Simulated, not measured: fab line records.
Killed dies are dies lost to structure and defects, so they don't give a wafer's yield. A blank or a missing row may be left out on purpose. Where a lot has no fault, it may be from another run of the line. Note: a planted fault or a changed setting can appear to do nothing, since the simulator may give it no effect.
Split-lot study :: flow n5Finfet :: route with 1938 steps; 7 lots, 21 wafers read

## SPLIT DETAILS
At N5_BEOL_M7_PECVD_70 (deposits SiO2 from TEOS/O2, target thk 20 nm, time 22.7 s), the setting timeS was moved away from the recipe's 22.7 s on 5 of the 21 wafers read, by -6.7% to +10.9%. This setting was run at the recipe's value on the other wafers.

The reading comes from the split's own step.

## THE READING
SiO2_of_BEOL_M7_PECVD_70.thkNm (the simulator's own value, which no gauge read), in nm, at N5_BEOL_M7_PECVD_70 (deposits SiO2 from TEOS/O2, target thk 20 nm, time 22.7 s). The file does not state a usual value for it. Average 20.1 nm, standard deviation 0.25 nm, over the 16 wafers here run with the recipe.

wafer: L077.1
tool, chamber at the split: pecvd-02, 2
timeS as run, s: 22.7
against the recipe: recipe
SiO2_of_BEOL_M7_PECVD_70.thkNm, nm: 19.6
against lot-mates on the recipe: -

wafer: L077.4
tool, chamber at the split: pecvd-02, 2
timeS as run, s: 22.7
against the recipe: recipe
SiO2_of_BEOL_M7_PECVD_70.thkNm, nm: 20.2
against lot-mates on the recipe: -

wafer: L077.6
tool, chamber at the split: pecvd-02, 0
timeS as run, s: 22.7
against the recipe: recipe
SiO2_of_BEOL_M7_PECVD_70.thkNm, nm: 19.8
against lot-mates on the recipe: -

wafer: L079.3
tool, chamber at the split: pecvd-02, 2,1,0
timeS as run, s: 22.7
against the recipe: recipe
SiO2_of_BEOL_M7_PECVD_70.thkNm, nm: 20
against lot-mates on the recipe: -

wafer: L079.5
tool, chamber at the split: pecvd-02, 2,1,0
timeS as run, s: 22.7
against the recipe: recipe
SiO2_of_BEOL_M7_PECVD_70.thkNm, nm: 20
against lot-mates on the recipe: -

wafer: L079.6
tool, chamber at the split: pecvd-02, 2,1,0
timeS as run, s: 22.7
against the recipe: recipe
SiO2_of_BEOL_M7_PECVD_70.thkNm, nm: 20
against lot-mates on the recipe: -

wafer: L080.2
tool, chamber at the split: pecvd-02, 2
timeS as run, s: 22.7
against the recipe: recipe
SiO2_of_BEOL_M7_PECVD_70.thkNm, nm: 20
against lot-mates on the recipe: -

wafer: L080.3
tool, chamber at the split: pecvd-02, 0
timeS as run, s: 22.7
against the recipe: recipe
SiO2_of_BEOL_M7_PECVD_70.thkNm, nm: 19.8
against lot-mates on the recipe: -

wafer: L080.4
tool, chamber at the split: pecvd-02, 0
timeS as run, s: 22.7
against the recipe: recipe
SiO2_of_BEOL_M7_PECVD_70.thkNm, nm: 20.2
against lot-mates on the recipe: -

wafer: L083.3
tool, chamber at the split: pecvd-02, 2
timeS as run, s: 22.7
against the recipe: recipe
SiO2_of_BEOL_M7_PECVD_70.thkNm, nm: 19.6
against lot-mates on the recipe: -

wafer: L083.4
tool, chamber at the split: pecvd-02, 1
timeS as run, s: 22.7
against the recipe: recipe
SiO2_of_BEOL_M7_PECVD_70.thkNm, nm: 20.2
against lot-mates on the recipe: -

wafer: L083.5
tool, chamber at the split: pecvd-02, 2
timeS as run, s: 22.7
against the recipe: recipe
SiO2_of_BEOL_M7_PECVD_70.thkNm, nm: 20.4
against lot-mates on the recipe: -

wafer: L085.1
tool, chamber at the split: pecvd-04, 1
timeS as run, s: 25.17
against the recipe: +10.9%
SiO2_of_BEOL_M7_PECVD_70.thkNm, nm: 22
against lot-mates on the recipe: +1.6

wafer: L085.5
tool, chamber at the split: pecvd-04, 1
timeS as run, s: 22.7
against the recipe: recipe
SiO2_of_BEOL_M7_PECVD_70.thkNm, nm: 20.4
against lot-mates on the recipe: -

wafer: L085.6
tool, chamber at the split: pecvd-04, 2
timeS as run, s: 25.17
against the recipe: +10.9%
SiO2_of_BEOL_M7_PECVD_70.thkNm, nm: 22.2
against lot-mates on the recipe: +1.8

wafer: L088.1
tool, chamber at the split: pecvd-02, 2
timeS as run, s: 22.7
against the recipe: recipe
SiO2_of_BEOL_M7_PECVD_70.thkNm, nm: 20.2
against lot-mates on the recipe: -

wafer: L088.5
tool, chamber at the split: pecvd-02, 1
timeS as run, s: 24.56
against the recipe: +8.2%
SiO2_of_BEOL_M7_PECVD_70.thkNm, nm: 21.8
against lot-mates on the recipe: +1.5

wafer: L088.6
tool, chamber at the split: pecvd-02, 2
timeS as run, s: 22.7
against the recipe: recipe
SiO2_of_BEOL_M7_PECVD_70.thkNm, nm: 20.4
against lot-mates on the recipe: -

wafer: L090.1
tool, chamber at the split: pecvd-01, 2
timeS as run, s: 21.18
against the recipe: -6.7%
SiO2_of_BEOL_M7_PECVD_70.thkNm, nm: 18.6
against lot-mates on the recipe: -1.4

wafer: L090.3
tool, chamber at the split: pecvd-01, 1
timeS as run, s: 22.7
against the recipe: recipe
SiO2_of_BEOL_M7_PECVD_70.thkNm, nm: 20
against lot-mates on the recipe: -

wafer: L090.4
tool, chamber at the split: pecvd-01, 2
timeS as run, s: 21.18
against the recipe: -6.7%
SiO2_of_BEOL_M7_PECVD_70.thkNm, nm: 19
against lot-mates on the recipe: -1.0
Where a row lists several chambers, the file gives one row for several wafers and doesn't say which wafer went through which chamber.

THE FIT
A straight line over all 21 wafers: SiO2_of_BEOL_M7_PECVD_70.thkNm changes by +0.192 nm for each +1% of timeS; r = +0.96; the points scatter about the line by 0.24 nm.
The same after taking each lot's own level away (the mean of its wafers on the recipe; 21 wafers): +0.167 nm for each +1%; r = +0.96; scatter 0.2 nm.
According to that fit, moving timeS by its largest amount changes the reading by 1.8 nm.
Across the lots, their own levels run from 19.87 to 20.40 nm, a range of 2.1 times the standard deviation given above.
So the slope is not independent of the lot-to-lot level: the two fits are not the same.
Check: +1.89 nm against its lot-mates is what the line predicts for one of the wafers moved furthest among these (+10.9%) when that wafer is left out of the fit. Against them it came out at +1.6 nm.

## OTHER SPLITS APPLIED TO THESE WAFERS
Before the reading, these wafers also passed through other splits. Each is held against what the fit with the lots' levels taken away leaves over:
other split on the same wafers: N5_BEOL_M3_ILD_DEP_00 timeS
wafers away from the commonest value: 7
r with SiO2_of_BEOL_M7_PECVD_70.thkNm (lot level and that fit taken away): -0.26

other split on the same wafers: N5_BEOL_M3_COAT_05 spinRpm
wafers away from the commonest value: 2
r with SiO2_of_BEOL_M7_PECVD_70.thkNm (lot level and that fit taken away): +0.09

other split on the same wafers: N5_BEOL_M4_COAT_62 spinRpm
wafers away from the commonest value: 6
r with SiO2_of_BEOL_M7_PECVD_70.thkNm (lot level and that fit taken away): +0.15

other split on the same wafers: N5_BEOL_M5_COAT_71 spinRpm
wafers away from the commonest value: 4
r with SiO2_of_BEOL_M7_PECVD_70.thkNm (lot level and that fit taken away): -0.18

## THE FILE'S OWN FIT
SiO2_of_BEOL_M7_PECVD_70.thkNm changes by +0.169 nm for each +1% of timeS, r = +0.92.
